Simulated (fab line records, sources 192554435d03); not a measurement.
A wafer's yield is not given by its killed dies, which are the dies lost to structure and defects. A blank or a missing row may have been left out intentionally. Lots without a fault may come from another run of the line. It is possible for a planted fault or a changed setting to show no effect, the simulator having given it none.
Comparing a struck lot with a sound one -- flow n5_finfet -- 42 out of 1938 route steps
Sound: the wafers L280.3, L280.5, L280.6. Struck: wafers L270.2, L270.3, L270.5. The cause is given at the end.
Per side, at each step with rows, come the tool, then ch with its chambers, and then its first start. Under that, the readings that differ: sound wafers -- struck wafers -- difference of the means -- sigmas: that difference in standard deviations of wafers without a fault.
alike: readings with means less than 2 such deviations apart, plus words and numbers identical on both sides. not compared: withheld readings, readings lacking a value on some wafer, bounds such as >300 that could conceal the same value, and numbers that have no deviation in the record and whose values overlap.
A row with sigmas, a row that says differs or no value, or rows on one side alone: a step with any of these is where the two part. Numbers that don't overlap but have no deviation are shown without sigmas and don't part them. A reading that every wafer of one side lacks parts them only if that side has two wafers or more.

first, 12 steps without rows for these wafers: N5_BEOL_M3_ETCH_77 (etches underlayer in N2/H2, target depth 6.5 nm, time 5.2 s); N5_BEOL_M3_ETCH_69 (etches SiARC in CF4, target depth 15.6 nm, time 26 s); N5_BEOL_M3_ALD_98 (deposits SiO2, target thk 2.5 nm, pulse time 1 s, co reactant pulse time 1 s); N5_BEOL_M3_ETCHBACK_99 (etches SiO2 in CHF3, target depth 5 nm, time 10.4 s); N5_BEOL_M3_ETCH_70 (etches SOC in N2/H2, target depth 80 nm, overetch 16 nm, time 120 s); N5_BEOL_M3_STRIP_71 (strips in N2/H2); N5_BEOL_M3_STRIP_78 (strips in N2/H2); N5_BEOL_M3_VIA_ETCH_34 (etches the open film in C4F6/O2, target depth 69.4 nm, time 65.9 s); N5_BEOL_M3_STRIP_83 (strips in C4F6/O2); N5_BEOL_M3_STRIP_36 (strips in N2/H2); N5_BEOL_M3_TRENCH_ETCH_37 (etches SiOC in C4F6/O2, target depth 55.555 nm, time 29.2 s); N5_BEOL_M3_ETCH_41 (etches SiCN in CH3F/O2, target depth 29.9 nm, time 52.5 s).
N5_BEOL_M3_STRIP_97: strips in N2/H2, time 10 s.
  sound on rie_diel-03 ch 0,1, day 13 13:40; struck on rie_diel-01 ch 0,1,2, day 11 00:59
  no value came back on the struck wafers for any of 8 readings (bias_power_w (W), chamber_pressure_mTorr (mTorr) and others); on the sound wafers bias_power_w (W) reads 6.981 6.960 6.977
  not compared: rf_hours_counter_h
then, 27 steps without rows for these wafers: N5_BEOL_M3_HM_STRIP_39 (strips TiN in peroxide tin strip, target depth 25 nm, time 158 s); N5_BEOL_M3_SRD_40 (time 30 s); N5_BEOL_M3_PRECLEAN_42 (cleans in residue remover, time 60 s); N5_BEOL_M3_SRD_43 (time 30 s); N5_BEOL_M3_DEGAS_44 (time 60 s); N5_BEOL_M3_PRE_CLEAN_45 (time 30 s); N5_BEOL_M3_ALD_84 (deposits TaN, pulse time 2 s, purge time 3 s, co reactant purge time 2 s); N5_BEOL_M3_SURFACE_TREAT_85; N5_BEOL_M3_CVD_47 (deposits Co from CCTBA/H2, target thk 3 nm, time 223.8 s); N5_BEOL_M3_SPUTTER_48 (material Cu, target thk 4.5 nm, time 8.29 s); N5_BEOL_M3_ANNEAL_49 (time 240 s); N5_BEOL_M3_SPUTTER_79 (material Cu, target thk 4.5 nm, time 8.29 s); N5_BEOL_M3_ANNEAL_80 (time 240 s); N5_BEOL_M3_SPUTTER_81 (material Cu, target thk 4.5 nm, time 8.29 s); N5_BEOL_M3_ANNEAL_82 (time 240 s); N5_BEOL_M3_SPUTTER_86 (material Cu, target thk 4.5 nm, time 8.29 s); N5_BEOL_M3_ANNEAL_87 (time 240 s); N5_BEOL_M3_SPUTTER_88 (material Cu, target thk 4.5 nm, time 8.29 s); N5_BEOL_M3_ANNEAL_89 (time 240 s); N5_BEOL_M3_SPUTTER_90 (material Cu, target thk 4.5 nm, time 8.29 s); N5_BEOL_M3_ANNEAL_91 (time 240 s); N5_BEOL_M3_SPUTTER_92 (material Cu, target thk 4.5 nm, time 8.29 s); N5_BEOL_M3_ANNEAL_93 (time 240 s); N5_BEOL_M3_SPUTTER_94 (material Cu, target thk 4.5 nm, time 8.29 s); N5_BEOL_M3_ANNEAL_95 (time 240 s); N5_BEOL_M3_SPUTTER_96 (material Cu, target thk 4.5 nm, time 8.29 s); N5_BEOL_M3_ECD_50 (material Cu, target thk 300 nm).
N5_BEOL_M4_RC_MEAS_101:
  sound on prober-02 ch 0, day 14 06:32; struck on prober-01 ch 0, day 11 21:02
  alike: DIBL_N, DIBL_P, IOFF_N, IOFF_P, ION_N, ION_P, SS_N, SS_P, VT_N, VT_P
-- record jumps: 5 days separate the struck wafers' starts on either side; left off in module BEOL_M4, taken up again in module PASSIVATION, whose first shown step is the route's number 1936 --
N5_PASSIVATION_PROBE_49:
  sound on prober-01, day 18 22:49; struck on prober-02, day 16 20:51
reading,sound,struck,difference,sigmas
defect_limited_yield (%),93.5 93.3 92.3,83.1 85.0 82.1,-9.6,-7
killed_at_M0_to_M3,28 30 33,124 113 132,+93,+9
killed_dies,77 79 91,199 177 211,+113,+7
killed_on_rim,10 8 10,28 26 30,+19,+5
killed_open,43 50 56,138 128 155,+91,+7
killed_short,34 29 28,59 48 53,+23,+3
sort_bin_5_function (%),4.5 4.0 4.3,9.8 8.3 10.6,+5.3,+6
sort_bin_6_memory (%),1.9 2.7 2.6,6.0 6.0 6.7,+3.8,+6
sort_n_pass,1103 1101 1089,981 1003 969,-113,-7
sort_yield_pct (%),93.5 93.3 92.3,83.1 85.0 82.1,-9.6,-7
  alike: killed_at_M4_up, killed_at_contacts, killed_at_front_end, killed_at_other, sort_bin_4_leakage, sort_bin_8_speed

## WHERE THEY PART
First at N5_BEOL_M3_STRIP_97; last, within this record, at N5_PASSIVATION_PROBE_49.

WHY: the cause the simulator had injected
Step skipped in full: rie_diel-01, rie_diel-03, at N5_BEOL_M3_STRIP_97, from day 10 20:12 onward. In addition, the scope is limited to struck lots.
